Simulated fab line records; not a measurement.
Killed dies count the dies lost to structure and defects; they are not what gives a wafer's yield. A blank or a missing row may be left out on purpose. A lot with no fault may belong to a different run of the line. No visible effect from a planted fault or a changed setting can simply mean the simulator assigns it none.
fab line records ; flow nand-harc
record: lots: 13; wafers: 39; last-day: 25
route steps=1159 shown A_ONON_D1@433 A_CHANNEL_HOLE_D1@463 END@1159
lots with no fault: from the same line, run without faults
start-h: hours from the record's opening day to when the first of the lot's shown wafers began ; wait-h: time in hours since the lot's previous step ; " the same as in the row above ; L1.1+2: several wafers, shown together as one row ; - no value, or no start given ; * or withheld: withheld ; < > ~ a bound
route shown NAME@n: names a module that has steps shown in the file, with the first one's number in the route ; usual: the fault-free wafers' mean and standard deviation ; same: alike in all rows ; chamber/n: place in a boat ; sites: the reading at each site ; _std_site: standard deviation of those values ; _edge_site: outer sites' mean less inner sites' ; radius-mm: how far each site lies from the wafer's centre ; mask NAME#n: copy n ; behind: the most recent tool/chamber to have shaped the wafer ; hold: cause of the lot's hold/its duration in hours/its outcome ; device: transistor that didn't switch, given as n, p or np ; end of line: at the end of the route, the tests of the same wafers ; a step given without rows: its recipe and nothing more ; killed: the dies lost at the first sort to structure and to defects; this is not the yield of the wafer ; map: shows each die of a wafer: x if killed, . if not, _ if none is there
set.NAME: setting as actually run; set.NAME@STEP: the setting as run at that earlier step ; model.NAME: the simulator's own value behind a step, which no gauge read
steps of the route over a sample of lots; a table a step, a row a wafer
services: from which hour (start-h, from the record's first day; less than 0 if before it) a tool's chamber was out of use, for how many hours, and why
== steps ==
step: NHARC_A_ONON_D1_THK_MEAS_14
recipe: thk-meas-gauge: ellipsometry
usual: thk-nm: 1002/10
lot.wafer;tool;chamber;start-h;wait-h;thk-nm
L538.2;film-metro-02;-;159.54;-;1012
L538.3;film-metro-02;-;159.54;-;1013
L538.4;film-metro-02;-;159.54;-;1014
L541.1;film-metro-02;-;174.08;-;1003
L541.3;film-metro-02;-;174.08;-;1001
L541.5;film-metro-02;-;174.08;-;1004
L540.1;film-metro-01;-;177.94;-;992
L540.3;film-metro-01;-;177.94;-;991
L540.6;film-metro-01;-;177.94;-;990
L542.2;film-metro-02;-;183.98;-;976
L542.5;film-metro-02;-;183.98;-;976
L542.6;film-metro-02;-;183.98;-;978
L546.1;film-metro-01;-;205.79;-;990
L546.2;film-metro-01;-;205.79;-;987
L546.6;film-metro-01;-;205.79;-;991
L551.2;film-metro-02;-;252.10;-;1000
L551.3;film-metro-02;-;252.10;-;998
L551.4;film-metro-02;-;252.10;-;999
L552.2;film-metro-02;-;257.33;-;1008
L552.5;film-metro-02;-;257.33;-;1006
L552.6;film-metro-02;-;257.33;-;1008
L554.1;film-metro-02;-;263.96;-;1007
L554.3;film-metro-02;-;263.96;-;1007
L554.4;film-metro-02;-;263.96;-;1007
L555.2;film-metro-02;-;264.07;-;992
L555.3;film-metro-02;-;264.07;-;990
L555.4;film-metro-02;-;264.07;-;989
L556.1;film-metro-02;-;264.07;-;1016
L556.2;film-metro-02;-;264.07;-;1018
L556.5;film-metro-02;-;264.07;-;1014
L557.2;film-metro-02;-;273.15;-;1002
L557.4;film-metro-02;-;273.15;-;1001
L557.5;film-metro-02;-;273.15;-;1001
L560.1;film-metro-02;-;287.51;-;1004
L560.3;film-metro-02;-;287.51;-;1007
L560.5;film-metro-02;-;287.51;-;1008
L561.2;film-metro-01;-;291.57;-;998
L561.3;film-metro-01;-;291.57;-;1000
L561.4;film-metro-01;-;291.57;-;1000
step: NHARC_A_ONON_D1_DEP_28
recipe: target-thk-a: 10000; n2-flow-sccm: 2750; n2o-flow-sccm: 2000; nh3-flow-sccm: 500; sih4-flow-sccm: 210; temp-c: 400
lot.wafer;tool;chamber;start-h;wait-h
L538.2+3+4;pecvd-onon-02;0;170.84;0.1
L541.1+3+5;pecvd-onon-02;0;183.34;0.1
L540.1+3+6;pecvd-onon-02;0;186.74;0.1
L542.2+5+6;pecvd-onon-02;0;194.51;0.1
L546.1+2+6;pecvd-onon-02;0;215.60;0.1
L551.2+3+4;pecvd-onon-04;0;261.00;0.1
L552.2+5+6;pecvd-onon-04;0;266.25;0.1
L556.1+2+5;pecvd-onon-04;0;275.59;0.1
L554.1+3+4;pecvd-onon-03;0;275.59;0.1
L555.2+3+4;pecvd-onon-02;0;275.66;0.1
L557.2+4+5;pecvd-onon-03;0;283.29;0.1
L560.1+3+5;pecvd-onon-03;0;296.36;0.1
L561.2+3+4;pecvd-onon-03;0;300.45;0.1
step: NHARC_A_ONON_D1_THK_MEAS_30
recipe: thk-meas-gauge: ellipsometry
usual: thk-nm: 1002/11
lot.wafer;tool;chamber;start-h;wait-h;thk-nm
L538.2;film-metro-02;-;171.29;-;1000
L538.3;film-metro-02;-;171.29;-;1000
L538.4;film-metro-02;-;171.29;-;999
L541.1;film-metro-02;-;183.85;-;1010
L541.3;film-metro-02;-;183.85;-;1011
L541.5;film-metro-02;-;183.85;-;1012
L540.1;film-metro-02;-;187.25;-;995
L540.3;film-metro-02;-;187.25;-;942
L540.6;film-metro-02;-;187.25;-;942
L542.2;film-metro-01;-;194.97;-;1006
L542.5;film-metro-01;-;194.97;-;1008
L542.6;film-metro-01;-;194.97;-;953
L546.1;film-metro-02;-;216.11;-;987
L546.2;film-metro-02;-;216.11;-;988
L546.6;film-metro-02;-;216.11;-;934
L551.2;film-metro-01;-;261.45;-;1003
L551.3;film-metro-01;-;261.45;-;1005
L551.4;film-metro-01;-;261.45;-;1004
L552.2;film-metro-02;-;266.70;-;986
L552.5;film-metro-02;-;266.70;-;988
L552.6;film-metro-02;-;266.70;-;987
L554.1;film-metro-02;-;276.10;-;1015
L554.3;film-metro-02;-;276.10;-;1015
L554.4;film-metro-02;-;276.10;-;1014
L556.1;film-metro-01;-;276.10;-;996
L556.2;film-metro-01;-;276.10;-;996
L556.5;film-metro-01;-;276.10;-;995
L555.2;film-metro-01;-;276.12;-;1013
L555.3;film-metro-01;-;276.12;-;1011
L555.4;film-metro-01;-;276.12;-;1012
L557.2;film-metro-01;-;283.74;-;996
L557.4;film-metro-01;-;283.74;-;995
L557.5;film-metro-01;-;283.74;-;994
L560.1;film-metro-01;-;296.88;-;1010
L560.3;film-metro-01;-;296.88;-;1011
L560.5;film-metro-01;-;296.88;-;1011
L561.2;film-metro-01;-;300.91;-;1013
L561.3;film-metro-01;-;300.91;-;1014
L561.4;film-metro-01;-;300.91;-;1013
step: NHARC_A_CHANNEL_HOLE_D1_OVL_MEAS_11
usual: overlay-x-nm: 0.5/0.86; overlay-y-nm: -0.1/0.9
lot.wafer;tool;chamber;start-h;wait-h;overlay-x-nm;overlay-y-nm
L538.2;overlay-02;-;175.52;-;-0.3;0.3
L538.3;overlay-02;-;175.52;-;-0.7;-0.1
L538.4;overlay-02;-;175.52;-;-0.3;0.0
L541.1;overlay-01;-;189.47;-;1.2;-1.6
L541.3;overlay-01;-;189.47;-;1.5;-1.7
L541.5;overlay-01;-;189.47;-;1.4;-1.1
L540.1;overlay-02;-;190.65;-;-1.1;-0.5
L542.2;overlay-01;-;198.87;-;0.6;0.2
L542.5;overlay-01;-;198.87;-;0.9;0.0
L546.1;overlay-02;-;219.65;-;1.2;0.4
L546.2;overlay-02;-;219.65;-;1.3;0.2
L551.2;overlay-01;-;264.77;-;0.6;0.5
L551.3;overlay-01;-;264.77;-;1.1;0.8
L551.4;overlay-01;-;264.77;-;0.9;1.0
L552.2;overlay-02;-;271.14;-;0.4;1.3
L552.5;overlay-02;-;271.14;-;-0.3;1.8
L552.6;overlay-02;-;271.14;-;0.8;1.7
L554.1;overlay-01;-;280.85;-;0.7;-0.5
L554.3;overlay-01;-;280.85;-;1.2;-0.7
L554.4;overlay-01;-;280.85;-;1.2;-0.6
L556.1;overlay-02;-;281.55;-;-0.2;-0.2
L556.2;overlay-02;-;281.55;-;-0.6;0.4
L556.5;overlay-02;-;281.55;-;-0.7;-0.2
L555.2;overlay-01;-;281.96;-;0.0;0.3
L555.3;overlay-01;-;281.96;-;0.8;0.4
L555.4;overlay-01;-;281.96;-;0.1;0.9
L557.2;overlay-02;-;288.68;-;0.3;1.2
L557.4;overlay-02;-;288.68;-;0.6;0.5
L557.5;overlay-02;-;288.68;-;0.6;0.7
L560.1;overlay-02;-;300.58;-;1.4;-0.4
L560.3;overlay-02;-;300.58;-;0.9;0.5
L560.5;overlay-02;-;300.58;-;0.9;0.1
L561.2;overlay-02;-;306.12;-;-0.8;0.6
L561.3;overlay-02;-;306.12;-;-0.9;0.2
L561.4;overlay-02;-;306.12;-;-0.3;0.6
step: NHARC_A_CHANNEL_HOLE_D1_ETCH_38
recipe: target-depth-a: 390; over-etch-frac: 0.3; time-s: 65; ion-energy-ev: 80; cf4-flow-sccm: 150; ar-flow-sccm: 0; rf-w: 300; bias-w: 100; chemistry: CF4
usual: cf4-flow-sccm: 150.0/0.44; drypump-motor-current-A: 5.7/0.51; oes-product-au: 1.002/0.0099; rf-vpp-V: 152.1/1.1; showerhead-plenum-p-Torr: 1.84/0.07; throttle-valve-pct: 13.284/0.0084
lot.wafer;tool;chamber;start-h;wait-h;cf4-flow-sccm;drypump-motor-current-A;oes-product-au;rf-hours-counter-h;rf-vpp-V;showerhead-plenum-p-Torr;throttle-valve-pct
L538.2;rie-diel-08;0;175.71;0.1;149.9;4.8;1.008;3;152.5;1.88;13.292
L538.4;rie-diel-08;1;175.71;0.1;150.8;5.7;1.008;3;151.7;1.82;13.285
L538.3;rie-diel-08;2;175.71;0.1;150.4;6.4;1.010;3;151.8;1.83;13.277
L541.3;rie-diel-08;0;189.66;0.1;149.4;4.8;1.019;5;152.0;1.88;13.278
L541.1;rie-diel-08;1;189.66;0.1;150.0;5.7;0.995;5;153.1;1.82;13.279
L541.5;rie-diel-08;3;189.66;0.1;150.2;5.3;0.993;-;153.4;1.88;13.279
L540.1;rie-diel-04;2;190.84;0.1;149.5;5.7;0.994;5;152.5;1.89;13.295
L542.2;rie-diel-12;1;199.09;0.1;150.2;6.1;1.001;11;151.4;1.84;13.295
L542.5;rie-diel-12;0;199.09;0.1;149.6;6.4;0.986;-;153.5;1.90;13.284
L546.2;rie-diel-08;2;219.85;0.1;150.4;6.4;1.019;6;151.8;1.83;13.288
L546.1;rie-diel-08;3;219.85;0.1;150.7;5.3;1.007;6;151.1;1.88;13.288
L551.3;rie-diel-04;2;264.95;0.1;150.0;5.7;1.000;9;152.8;1.89;13.268
L551.2;rie-diel-04;3;264.95;0.1;150.0;5.0;1.003;9;150.4;1.75;13.274
L551.4;rie-diel-04;1;264.95;0.1;150.2;6.2;1.021;8;151.8;1.86;13.273
L552.2;rie-diel-12;0;271.36;0.1;150.8;6.4;1.001;4;153.0;1.89;13.287
L552.6;rie-diel-12;1;271.36;0.1;150.0;6.1;1.008;-;151.7;1.83;13.284
L552.5;rie-diel-12;3;271.36;0.1;150.5;6.0;1.001;-;151.3;1.66;13.275
L554.1;rie-diel-04;0;281.04;0.1;150.0;5.6;1.016;10;152.3;1.89;13.278
L554.3;rie-diel-04;1;281.04;0.1;150.1;6.1;1.011;10;152.3;1.86;13.264
L554.4;rie-diel-04;2;281.04;0.1;150.0;5.7;0.997;11;154.0;1.89;13.276
L556.1;rie-diel-08;3;281.73;0.1;150.3;5.3;1.021;11;152.3;1.88;13.294
L556.2;rie-diel-08;2;281.73;0.1;150.4;6.4;1.016;10;151.4;1.83;13.275
L556.5;rie-diel-08;3;281.73;0.1;150.2;5.3;1.008;-;153.4;1.88;13.290
L555.3;rie-diel-12;0;282.14;0.1;149.7;6.4;0.983;5;153.0;1.89;13.276
L555.2;rie-diel-12;2;282.14;0.1;150.2;5.4;1.000;5;152.5;1.90;13.281
L555.4;rie-diel-12;3;282.14;0.1;150.0;6.0;1.001;5;150.8;1.66;13.288
L557.4;rie-diel-08;3;288.86;0.1;150.2;5.3;1.012;11;152.7;1.88;13.286
L557.2;rie-diel-08;0;288.86;0.1;149.3;4.8;1.002;12;151.7;1.87;13.289
L557.5;rie-diel-08;0;288.86;0.1;148.8;4.8;1.006;-;152.1;1.87;13.275
L560.1;rie-diel-04;1;300.76;0.1;150.2;6.1;0.993;0;152.9;1.85;13.280
L560.3;rie-diel-04;2;300.76;0.1;150.3;5.7;1.002;0;153.3;1.89;13.262
L560.5;rie-diel-04;1;300.76;0.1;150.8;6.1;0.982;-;152.0;1.85;13.292
L561.2;rie-diel-12;2;306.30;0.1;150.7;5.4;0.985;7;151.5;1.90;13.275
L561.3;rie-diel-12;3;306.30;0.1;149.8;5.9;0.993;8;150.0;1.66;13.284
L561.4;rie-diel-12;0;306.30;0.1;149.9;6.4;0.980;8;152.6;1.89;13.279
step: NHARC_END_SORT_01
recipe: temp-c: 25
usual: killed-at-array: 28/11; killed-at-other: 0.7/0.88; killed-at-periphery: 3.1/2.2; killed-dies: 31/12; killed-open: 3.3/2; killed-short: 2.0/1.6
same: gross-dies: 677
lot.wafer;tool;chamber;start-h;wait-h;killed-at-array;killed-at-other;killed-at-periphery;killed-dies;killed-open;killed-short
L540.1;prober-01;0;459.20;2.5;22;0;6;28;3;3
L540.3;prober-01;0;460.77;3.1;674;0;3;677;0;1
L540.6;prober-01;0;463.14;3.9;675;1;1;677;1;1
L542.2;prober-02;0;467.87;2.8;13;2;0;15;3;3
L542.5;prober-02;0;470.28;3.7;9;1;1;11;1;0
L542.6;prober-02;0;471.09;4.0;675;0;2;677;1;2
L546.1;prober-02;0;487.69;2.5;16;1;4;21;1;0
L546.2;prober-02;0;488.48;2.8;23;1;1;25;1;2
L546.6;prober-02;0;491.67;4.0;675;1;1;677;4;1
killed by level:class
L540.1 A_CHANNEL_HOLE_D1:chamber-film-flake=10 A_WL_FILL:geometric-particle:open=2 P_STI:chamber-film-flake=2 P_GATE:chamber-film-flake=2 A_WL_FILL:chamber-film-flake=2 A_CONTACT:chamber-film-flake=2 A_CHANNEL_FILL_D1:geometric-particle:short=1 A_WL_FILL:geometric-particle:short=1
L540.3 A_ONON_D1:area-dep=655 A_CHANNEL_HOLE_D1:chamber-film-flake=14 P_ZERO_WELL:chamber-film-flake=3 A_CONTACT:chamber-film-flake=3 A_CHANNEL_FILL_D1:geometric-particle:short=1 A_BLC:chamber-film-flake=1
L540.6 A_ONON_D1:area-dep=654 A_CHANNEL_HOLE_D1:chamber-film-flake=9 A_CONTACT:chamber-film-flake=4 A_WL_FILL:chamber-film-flake=2 A_SOURCE_PLATE:geometric-particle:open=1 A_ONON_D1:geometric-particle:short=1 P_STI:chamber-film-flake=1 A_CHANNEL_FILL_D1:chamber-film-flake=1
L542.2 A_CHANNEL_HOLE_D1:chamber-film-flake=3 A_STAIRCASE:chamber-film-flake=2 A_CHANNEL_FILL_D1:geometric-particle:short=1 A_SGD_CUT:geometric-particle:open=1 A_WL_FILL:geometric-particle:short=1 A_CONTACT:geometric-particle:short=1 A_M0:geometric-particle:open=1 A_BONDPAD:geometric-particle:open=1
L542.5 A_WL_FILL:chamber-film-flake=3 A_CHANNEL_HOLE_D1:chamber-film-flake=2 A_STAIRCASE:chamber-film-flake=2 A_CONTACT:geometric-particle:open=1 P_GATE:chamber-film-flake=1 A_CONTACT:chamber-film-flake=1 THIN_TSV:chamber-film-flake=1
L542.6 A_ONON_D1:area-dep=664 P_ZERO_WELL:chamber-film-flake=2 A_CHANNEL_HOLE_D1:chamber-film-flake=2 A_STAIRCASE:chamber-film-flake=2 A_CONTACT:chamber-film-flake=2 A_CHANNEL_FILL_D1:geometric-particle:short=1 A_CHANNEL_FILL_D1:geometric-particle:open=1 A_WL_FILL:geometric-particle:short=1
L546.1 A_SLIT:chamber-film-flake=8 A_STAIRCASE:chamber-film-flake=2 P_M2:chamber-film-flake=2 A_CHANNEL_HOLE_D1:chamber-film-flake=2 A_WL_FILL:chamber-film-flake=2 P_CONTACT:geometric-particle:open=1 P_GATE:chamber-film-flake=1 A_CHANNEL_FILL_D1:chamber-film-flake=1
L546.2 A_SLIT:chamber-film-flake=9 A_CONTACT:chamber-film-flake=4 A_CHANNEL_HOLE_D1:chamber-film-flake=3 A_STAIRCASE:chamber-film-flake=3 A_CONTACT:geometric-particle:open=1 A_BLC:geometric-particle:short=1 A_M0:geometric-particle:short=1 P_M2:chamber-film-flake=1
L546.6 A_ONON_D1:area-dep=647 A_SLIT:chamber-film-flake=12 A_BLC:chamber-film-flake=5 A_STAIRCASE:chamber-film-flake=3 A_CONTACT:chamber-film-flake=3 A_CONTACT:geometric-particle:open=2 A_SGD_CUT:geometric-particle:open=1 A_M0:geometric-particle:open=1
== services ==
tool;chamber;start-h;hours;kind
rie-diel-04;2;149.06;1.9;repair
pecvd-onon-03;-;153.19;13.0;pm
rie-diel-08;0;158.36;-;clean
rie-diel-08;1;158.36;-;clean
rie-diel-08;2;158.36;-;clean
rie-diel-08;3;158.36;-;clean
rie-diel-12;2;159.62;7.0;repair
rie-diel-12;3;159.77;1.8;repair
rie-diel-12;2;167.22;2.7;repair
rie-diel-08;0;182.86;-;clean
rie-diel-08;1;182.86;-;clean
rie-diel-08;2;182.86;-;clean
rie-diel-08;3;182.86;-;clean
rie-diel-12;-;202.40;9.0;pm
rie-diel-08;0;207.36;-;clean
rie-diel-08;1;207.36;-;clean
rie-diel-08;2;207.36;-;clean
rie-diel-08;3;207.36;-;clean
pecvd-onon-04;-;237.00;13.0;pm
rie-diel-12;2;265.11;7.8;repair
rie-diel-08;2;272.59;6.9;repair
rie-diel-04;-;289.05;9.0;pm
pecvd-onon-02;-;292.00;13.0;pm
rie-diel-08;-;301.87;9.0;pm
== key ==
first-sign: step: NHARC_A_ONON_D1_THK_MEAS_30; reading: thk-nm; direction: down; sigmas: 5.5; usual: 1002; struck: 943
effect: step: NHARC_END_SORT_01; reading: killed-at-array; direction: up; sigmas: 57; usual: 28; struck: 675
more-kills-born-at: NHARC_A_ONON_D1_DEP_28@pecvd-onon-02: 2620
met-at NHARC_A_ONON_D1_DEP_28
struck-lots L540,L542,L546
struck-wafers L540.3,L540.6,L542.6,L546.6
later-rows-left-out L540.3,L540.6,L542.6,L546.6
tester-left-out L540,L542,L546
not-acting-at NHARC_A_ONON_D1_THK_MEAS_14,NHARC_A_CHANNEL_HOLE_D1_OVL_MEAS_11,NHARC_A_CHANNEL_HOLE_D1_ETCH_38
onset-between 183.34 186.74
fault: kind: process-parameter-drift; tool: pecvd-onon-02; chamber: -; onset-h: 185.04; steps: NHARC_A_ONON_D1_DEP_28; channel: target-thk-a; offset: *; shape: step; end-h: 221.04; scope: struck-wafers-only; acts-in: *; stated: *
tester-left-out: of these lots the tester's yield and bins aren't shown, on N5 and GAA mostly nor the transistor test; their killed dies are dies lost to structure and defects alone, not to doping, threshold or leakage, so they don't give the yield
later-rows-left-out: the simulator's readings of these wafers behind a module that went badly wrong aren't trusted and aren't shown, but for the sort
